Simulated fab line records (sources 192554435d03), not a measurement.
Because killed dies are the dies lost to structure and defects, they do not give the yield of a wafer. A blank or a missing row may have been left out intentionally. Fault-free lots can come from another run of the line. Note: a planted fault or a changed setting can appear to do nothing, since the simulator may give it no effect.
Which tool did it?	flow n5Finfet	72 wafers from 24 lots sampled at 6 of the route's 1938 steps

WHAT EACH GAUGE READ, for each wafer
Not one reading of a measure or inspect step in the record can be checked against a usual standard deviation.

TOOL THAT RAN EACH LOT (tool first, then ch and the chambers of the sampled wafers, then the start)
lot	N5_BEOL_M2_DEP_57	N5_BEOL_M3_DESCUM_16	N5_BEOL_M3_SURFACE_TREAT_85	N5_BEOL_M3_ANNEAL_49	N5_BEOL_M3_SPUTTER_90	N5_BEOL_M3_SPUTTER_92
L074	pecvd-02 ch 1,2, day 7 02:07	rieDiel-03 ch 0,3, day 7 02:59	pvdSputter-01, day 7 05:38	pvdSputter-01, day 7 05:56	pvdSputter-01, day 7 06:58	pvdSputter-01, day 7 07:11
L075	pecvd-03 ch 0,1, day 7 10:35	rieDiel-04 ch 0,2,3, day 7 13:34	pvdSputter-03, day 7 22:36	pvdSputter-02, day 8 00:27	pvdSputter-02, day 8 01:28	pvdSputter-02, day 8 01:41
L077	pecvd-03 ch 0,1,2, day 7 14:08	rieDiel-03 ch 0,2,3, day 7 15:27	pvdSputter-02, day 8 00:20	pvdSputter-01, day 8 00:54	pvdSputter-01, day 8 01:55	pvdSputter-01, day 8 02:08
L076	pecvd-04 ch 0,2, day 7 15:48	rieDiel-04 ch 1,2, day 7 18:38	pvdSputter-03, day 8 04:52	pvdSputter-03, day 8 05:10	pvdSputter-03, day 8 06:11	pvdSputter-03, day 8 06:25
L078	pecvd-04 ch 0,2, day 7 22:14	rieDiel-04 ch 1,3, day 8 01:02	pvdSputter-01, day 8 10:15	pvdSputter-03, day 8 12:12	pvdSputter-03, day 8 13:13	pvdSputter-03, day 8 13:26
L079	pecvd-02 ch 0,2, day 8 01:09	rieDiel-05 ch 0,1,2, day 8 03:32	pvdSputter-03, day 8 14:32	pvdSputter-02, day 8 14:56	pvdSputter-02, day 8 15:57	pvdSputter-02, day 8 16:10
L080	pecvd-04 ch 0,1,2, day 8 14:58	rieDiel-05 ch 0,2,3, day 8 18:31	pvdSputter-03, day 8 22:48	pvdSputter-02, day 8 23:11	pvdSputter-02, day 9 00:13	pvdSputter-02, day 9 00:26
L081	pecvd-02 ch 0,1,2, day 8 22:39	rieDiel-04 ch 1,2,3, day 9 01:46	pvdSputter-03, day 9 13:02	pvdSputter-02, day 9 13:25	pvdSputter-02, day 9 14:26	pvdSputter-02, day 9 14:39
L082	pecvd-03 ch 0,1, day 8 22:45	rieDiel-04 ch 1,2,3, day 9 01:59	pvdSputter-02, day 9 13:03	pvdSputter-01, day 9 13:21	pvdSputter-01, day 9 14:22	pvdSputter-01, day 9 14:35
L083	pecvd-03 ch 0,1,2, day 9 06:52	rieDiel-05 ch 2,3, day 9 08:19	pvdSputter-03, day 9 13:29	pvdSputter-01, day 9 15:11	pvdSputter-01, day 9 16:13	pvdSputter-01, day 9 16:26
L084	pecvd-04 ch 0,1, day 9 10:35	rieDiel-03 ch 1,2,3, day 9 12:51	pvdSputter-01, day 9 17:29	pvdSputter-01, day 9 17:52	pvdSputter-01, day 9 18:53	pvdSputter-01, day 9 19:07
L085	pecvd-02 ch 1,2, day 10 04:08	rieDiel-04 ch 0,2,3, day 10 05:13	pvdSputter-03, day 10 11:29	pvdSputter-01, day 10 12:00	pvdSputter-01, day 10 13:01	pvdSputter-01, day 10 13:14
L087	pecvd-02 ch 0,1,2, day 10 14:27	rieDiel-03 ch 0,1,2, day 10 17:01	pvdSputter-03, day 11 00:55	pvdSputter-01, day 11 01:21	pvdSputter-01, day 11 02:22	pvdSputter-01, day 11 02:35
L088	pecvd-04 ch 0,1, day 10 14:46	rieDiel-03 ch 0,1, day 10 17:14	pvdSputter-03, day 11 03:52	pvdSputter-01, day 11 04:14	pvdSputter-01, day 11 05:15	pvdSputter-01, day 11 05:28
L086	pecvd-03 ch 0,2, day 10 16:38	rieDiel-05 ch 1,2,3, day 10 18:26	pvdSputter-03, day 11 05:17	pvdSputter-03, day 11 05:38	pvdSputter-03, day 11 06:39	pvdSputter-03, day 11 06:52
L089	pecvd-04 ch 0,2, day 10 17:17	rieDiel-03 ch 0,1, day 10 18:52	pvdSputter-03, day 11 08:39	pvdSputter-01, day 11 09:08	pvdSputter-01, day 11 10:09	pvdSputter-01, day 11 10:22
L090	pecvd-02 ch 0,2, day 10 18:04	rieDiel-03 ch 1,2,3, day 10 21:28	pvdSputter-02, day 11 13:20	pvdSputter-03, day 11 13:50	pvdSputter-03, day 11 14:51	pvdSputter-03, day 11 15:04
L091	pecvd-04 ch 0,1,2, day 11 07:00	rieDiel-04 ch 1,2,3, day 11 08:41	pvdSputter-01, day 11 16:03	pvdSputter-01, day 11 16:31	pvdSputter-01, day 11 17:32	pvdSputter-01, day 11 17:45
L092	pecvd-03 ch 1,2, day 11 09:10	rieDiel-04 ch 0,2, day 11 11:19	pvdSputter-01, day 11 15:22	pvdSputter-03, day 11 15:47	pvdSputter-03, day 11 16:49	pvdSputter-03, day 11 17:02
L093	pecvd-04 ch 0,1,2, day 11 18:41	rieDiel-04 ch 1,2, day 11 21:31	pvdSputter-01, day 12 11:22	pvdSputter-03, day 12 12:01	pvdSputter-03, day 12 13:02	pvdSputter-03, day 12 13:16
L094	pecvd-02 ch 0,2, day 12 12:50	rieDiel-03 ch 1,2,3, day 12 14:55	pvdSputter-03, day 13 01:47	pvdSputter-02, day 13 02:17	pvdSputter-02, day 13 03:18	pvdSputter-02, day 13 03:31
L096	pecvd-04 ch 0,1, day 12 14:19	rieDiel-05 ch 0,3, day 12 18:21	pvdSputter-03, day 13 04:45	pvdSputter-03, day 13 05:05	pvdSputter-03, day 13 06:07	pvdSputter-03, day 13 06:20
L095	pecvd-03 ch 1,2, day 12 16:24	rieDiel-03 ch 1,2,3, day 12 18:49	pvdSputter-02, day 13 04:59	pvdSputter-01, day 13 06:41	pvdSputter-01, day 13 07:43	pvdSputter-01, day 13 07:56
L097	pecvd-03 ch 1,2, day 13 04:29	rieDiel-03 ch 0,1,3, day 13 05:20	pvdSputter-03, day 13 08:10	pvdSputter-02, day 13 08:46	pvdSputter-02, day 13 09:47	pvdSputter-02, day 13 10:00
- N5_BEOL_M2_DEP_57: deposits SiCN from 3MS/NH3, target thk 8 nm, time 14 s.
- N5_BEOL_M3_DESCUM_16: chemistry O2, time 7 s.
- N5_BEOL_M3_SURFACE_TREAT_85
- N5_BEOL_M3_ANNEAL_49: time 240 s.
- N5_BEOL_M3_SPUTTER_90: material Cu, target thk 4.5 nm, time 8.29 s.
- N5_BEOL_M3_SPUTTER_92: material Cu, target thk 4.5 nm, time 8.29 s.

WHAT THE TOOLS THEMSELVES READ (means of the sampled wafers that have a number; where no wafer has one, the mark that the record gives instead)
N5_BEOL_M2_DEP_57. Usual: chamberPressureTorr 3.000 Torr, standard deviation 0.0061; showerheadPlenumPTorr 3.661 Torr, standard deviation 0.0068; throttleValvePct 8.9 %, standard deviation 0.41.
lot	tool	chamberPressureTorr (Torr)	showerheadPlenumPTorr (Torr)	throttleValvePct (%)	flag
L074	pecvd-02	2.999	3.662	9.1	
L075	pecvd-03	2.997	3.663	9.1	
L077	pecvd-03	2.999	3.663	8.9	
L076	pecvd-04	3.004	3.661	9.0	
L078	pecvd-04	3.004	3.660	9.2	
L079	pecvd-02	3.000	3.661	8.7	
L080	pecvd-04	3.004	3.659	9.1	
L081	pecvd-02	2.999	3.662	9.0	
L082	pecvd-03	3.000	3.667	9.1	
L083	pecvd-03	3.000	3.662	9.0	
L084	pecvd-04	3.005	3.656	9.0	
L085	pecvd-02	3.002	3.668	9.2	
L087	pecvd-02	3.003	3.666	8.8	
L088	pecvd-04	2.998	3.656	8.9	
L086	pecvd-03	3.002	3.659	8.9	
L089	pecvd-04	3.000	3.658	8.5	
L090	pecvd-02	3.000	3.662	8.8	
L091	pecvd-04	3.001	3.658	8.7	
L092	pecvd-03	3.000	3.668	8.5	
L093	pecvd-04	2.996	3.657	8.9	
L094	pecvd-02	2.999	3.666	8.8	
L096	pecvd-04	3.000	3.659	9.2	
L095	pecvd-03	3.004	3.669	8.7	
L097	pecvd-03	3.001	3.667	8.6	

N5_BEOL_M3_DESCUM_16. Usual: drypumpMotorCurrentA 5.6 A, standard deviation 0.45; oesProductAu 0.80 a.u., standard deviation 0.089; rfVppV 243.1 V, standard deviation 1.5; showerheadPlenumPTorr 2.09 Torr, standard deviation 0.083; tempC 40.00 C, standard deviation 0.11; throttleValvePct 20.4 %, standard deviation 0.3.
lot	tool	drypumpMotorCurrentA (A)	oesProductAu (a.u.)	rfVppV (V)	showerheadPlenumPTorr (Torr)	tempC (C)	throttleValvePct (%)	flag
L074	rieDiel-03	5.9	0.87	244.4	2.16	40.00	20.5	
L075	rieDiel-04	5.6	0.83	242.9	2.09	39.98	20.2	
L077	rieDiel-03	5.9	0.79	242.8	2.11	40.10	20.5	
L076	rieDiel-04	5.0	0.70	242.7	2.02	39.97	20.4	
L078	rieDiel-04	5.3	0.81	243.9	2.17	40.20	20.1	
L079	rieDiel-05	5.8	0.81	242.6	2.06	39.84	20.3	
L080	rieDiel-05	5.8	0.84	243.4	2.10	40.03	20.4	
L081	rieDiel-04	5.2	0.75	243.4	2.09	39.98	20.3	
L082	rieDiel-04	5.1	0.76	242.6	2.09	39.92	20.2	
L083	rieDiel-05	5.5	0.79	243.7	2.13	39.97	20.7	
L084	rieDiel-03	5.5	0.85	242.9	2.09	39.95	20.3	
L085	rieDiel-04	5.6	0.81	243.1	2.08	39.97	20.3	
L087	rieDiel-03	5.6	0.77	243.5	2.11	40.00	20.6	
L088	rieDiel-03	5.5	0.78	244.7	2.17	40.12	20.9	
L086	rieDiel-05	5.6	0.76	242.6	2.08	40.08	20.6	
L089	rieDiel-03	5.5	0.77	243.9	2.17	39.97	20.8	
L090	rieDiel-03	5.6	0.83	242.9	2.08	40.09	20.4	
L091	rieDiel-04	5.1	0.85	243.3	2.08	39.95	20.2	
L092	rieDiel-04	5.9	0.79	242.5	2.01	40.01	20.5	
L093	rieDiel-04	5.0	0.79	241.5	2.00	40.06	20.3	
L094	rieDiel-03	5.6	0.81	243.6	2.08	39.95	20.4	
L096	rieDiel-05	5.6	0.83	243.6	2.09	39.94	20.5	
L095	rieDiel-03	5.6	0.81	243.1	2.08	39.98	20.4	
L097	rieDiel-03	5.5	0.81	244.4	2.15	39.96	20.6	

N5_BEOL_M3_SURFACE_TREAT_85. Usual: 30.00 sccm for arFlowSccm, sd 0.098.
lot	tool	arFlowSccm (sccm)	flag
L074	pvdSputter-01	29.99	
L075	pvdSputter-03	29.99	
L077	pvdSputter-02	30.01	
L076	pvdSputter-03	30.09	
L078	pvdSputter-01	29.91	
L079	pvdSputter-03	30.03	
L080	pvdSputter-03	29.99	
L081	pvdSputter-03	30.09	
L082	pvdSputter-02	30.02	
L083	pvdSputter-03	29.99	
L084	pvdSputter-01	29.99	
L085	pvdSputter-03	30.03	
L087	pvdSputter-03	30.12	
L088	pvdSputter-03	29.94	
L086	pvdSputter-03	29.96	
L089	pvdSputter-03	30.00	
L090	pvdSputter-02	29.95	
L091	pvdSputter-01	29.90	
L092	pvdSputter-01	29.99	
L093	pvdSputter-01	29.94	
L094	pvdSputter-03	30.04	
L096	pvdSputter-03	29.92	
L095	pvdSputter-02	30.04	
L097	pvdSputter-03	30.03	

N5_BEOL_M3_ANNEAL_49. Usual: 811 W for heaterPowerW, sd 69.
lot	tool	heaterPowerW (W)	flag
L074	pvdSputter-01	853	
L075	pvdSputter-02	734	
L077	pvdSputter-01	869	
L076	pvdSputter-03	725	
L078	pvdSputter-03	728	
L079	pvdSputter-02	766	
L080	pvdSputter-02	806	
L081	pvdSputter-02	798	
L082	pvdSputter-01	872	
L083	pvdSputter-01	867	
L084	pvdSputter-01	874	
L085	pvdSputter-01	866	
L087	pvdSputter-01	864	
L088	pvdSputter-01	869	
L086	pvdSputter-03	711	
L089	pvdSputter-01	869	
L090	pvdSputter-03	750	
L091	pvdSputter-01	878	
L092	pvdSputter-03	722	
L093	pvdSputter-03	748	
L094	pvdSputter-02	776	
L096	pvdSputter-03	739	
L095	pvdSputter-01	875	
L097	pvdSputter-02	805	

N5_BEOL_M3_SPUTTER_90. Usual: substrateTempC -19.99 C, standard deviation 0.11; throttleValvePct 29.9 %, standard deviation 1.1.
lot	tool	substrateTempC (C)	throttleValvePct (%)	flag
L074	pvdSputter-01	-19.97	30.9	
L075	pvdSputter-02	-20.05	28.4	
L077	pvdSputter-01	-19.98	30.0	
L076	pvdSputter-03	-19.95	29.2	
L078	pvdSputter-03	-19.91	29.4	
L079	pvdSputter-02	-20.07	28.8	
L080	pvdSputter-02	-20.04	28.8	
L081	pvdSputter-02	-20.16	28.9	
L082	pvdSputter-01	-19.90	31.1	
L083	pvdSputter-01	-19.94	29.9	
L084	pvdSputter-01	-20.01	30.3	
L085	pvdSputter-01	-20.07	31.0	
L087	pvdSputter-01	-20.06	29.6	
L088	pvdSputter-01	-19.97	29.7	
L086	pvdSputter-03	-20.04	29.7	
L089	pvdSputter-01	-20.00	29.9	
L090	pvdSputter-03	-19.98	29.6	
L091	pvdSputter-01	-20.06	30.0	
L092	pvdSputter-03	-19.83	29.6	
L093	pvdSputter-03	-20.00	30.4	
L094	pvdSputter-02	-19.96	29.1	
L096	pvdSputter-03	-20.08	29.5	
L095	pvdSputter-01	-19.91	30.3	
L097	pvdSputter-02	-20.11	28.9	

N5_BEOL_M3_SPUTTER_92. Usual: substrateTempC -20.03 C, standard deviation 0.12; throttleValvePct 30.0 %, standard deviation 1.1.
lot	tool	substrateTempC (C)	throttleValvePct (%)	flag
L074	pvdSputter-01	-20.00	30.8	
L075	pvdSputter-02	-19.98	28.5	
L077	pvdSputter-01	-20.01	30.2	
L076	pvdSputter-03	-19.92	29.2	
L078	pvdSputter-03	-19.98	29.5	
L079	pvdSputter-02	-20.01	29.0	
L080	pvdSputter-02	-20.02	28.8	
L081	pvdSputter-02	-20.06	28.9	
L082	pvdSputter-01	-20.02	31.1	
L083	pvdSputter-01	-20.10	29.8	
L084	pvdSputter-01	-19.92	30.1	
L085	pvdSputter-01	-20.13	31.0	
L087	pvdSputter-01	-19.99	29.8	
L088	pvdSputter-01	-20.00	29.7	
L086	pvdSputter-03	-20.08	29.6	
L089	pvdSputter-01	-19.87	30.0	
L090	pvdSputter-03	-20.12	29.8	
L091	pvdSputter-01	-20.08	30.0	
L092	pvdSputter-03	-20.04	29.5	
L093	pvdSputter-03	-20.07	30.5	
L094	pvdSputter-02	-20.09	29.0	
L096	pvdSputter-03	-19.93	29.6	
L095	pvdSputter-01	-20.02	30.5	
L097	pvdSputter-02	-19.91	29.0	

THE ANSWER, worked out from the rows above alone
Rule: a lot counts as off when the mean over its wafers that have a number is more than 3 standard deviations away from the usual mean. A lot without any number at a reading at which 4 lots or more have one is off too. Where the step has rows for the other lots, those lots are counted as sound. After the gauges, taken in route order, come the tools' own readings; for these a lot's mean is taken, as printed above. At the first step where some lot is off, the reading lying furthest off is the one used; lots without a number count as furthest.
No lot is off at any reading shown: from this, nothing can be told.

WHAT HAD BEEN PUT IN BY THE SIMULATOR
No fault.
